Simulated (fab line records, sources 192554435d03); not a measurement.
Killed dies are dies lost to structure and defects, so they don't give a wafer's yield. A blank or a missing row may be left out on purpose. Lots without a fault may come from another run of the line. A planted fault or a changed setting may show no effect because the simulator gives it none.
Problem report in the 8D (eight disciplines) form, filled by code | flow n5_finfet | the parts of the form that need people (team, actions taken, sign-off) are left out

1. THE PROBLEM
spin_speed_rpm at N5_HKMG_FIN_COAT_85 reads a mean of 1784.9 rpm on 6 wafers of 2 lots; wafers without a fault read 1500.2 rpm with a standard deviation of 0.93. That is +99 or more standard deviations from the usual mean.
The step: time 60 s, resist thk 300 nm.
First seen on wafer L655.2, day 6 02:27, on litho_track-04. The record holds 12 wafers of 4 lots with a number at this step. Rule for "out", or "out of limits": more than 4 standard deviations from the usual mean. The other wafers with a number count as sound.

2. WHAT IT IS AND WHAT IT IS NOT
question                    | is                     | is not
which readings at this step | spin_speed_rpm         | -
which lots                  | L655, L660             | L669, L671
which wafers of those lots  | all that have a number | -
read on which tools         | litho_track-04         | -
when                        | from day 6 02:27       | up to then (0 sound wafers); but 6 sound wafers of L669, L671 came after

3. SUSPECTS, AND WHAT RULES EACH OUT
Counting: a tool at a process step up to the reading stays a suspect if it ran every lot that is out and no sound lot after the first of them.
- litho_track-04 at N5_HKMG_FIN_COAT_85 (time 60 s, resist thk 300 nm): ruled out as a lasting fault. Sound lots L669, L671 ran on it after its first lot that is out, L655 (day 6 02:27).
Left after counting: nothing in the record.

4. THE CAUSE (what the simulator had put in)
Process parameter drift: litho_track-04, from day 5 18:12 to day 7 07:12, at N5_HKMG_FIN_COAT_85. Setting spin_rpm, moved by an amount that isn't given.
Counting ruled it out, wrongly.

5. THE CHAIN OF EFFECTS, in route order
Each row: a reading whose mean over the struck wafers that have a number lies more than 3 standard deviations from the usual. Only readings for which the record gives a usual standard deviation are gone through. hours: the time from each lot's start at the first step in this table that gives one to its start at this step, as a median over the lots. sigmas: the change in usual standard deviations.
hours | step                | reading        | usual      | on struck wafers | change | sigmas
0     | N5_HKMG_FIN_COAT_85 | spin_speed_rpm | 1500.2 rpm | 1784.9           | +284.7 | +99 or more
The process steps in it:
- N5_HKMG_FIN_COAT_85: time 60 s, resist thk 300 nm.
Later measuring or inspecting steps at which every struck wafer that the step has a row for has a number for every such reading, and none has moved that far: N5_BEOL_M4_RC_MEAS_101.

6. WHAT WOULD HAVE CAUGHT IT SOONER
In this record the first reading out of limits was taken at day 6 02:27, 8 hours after the fault began at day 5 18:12.
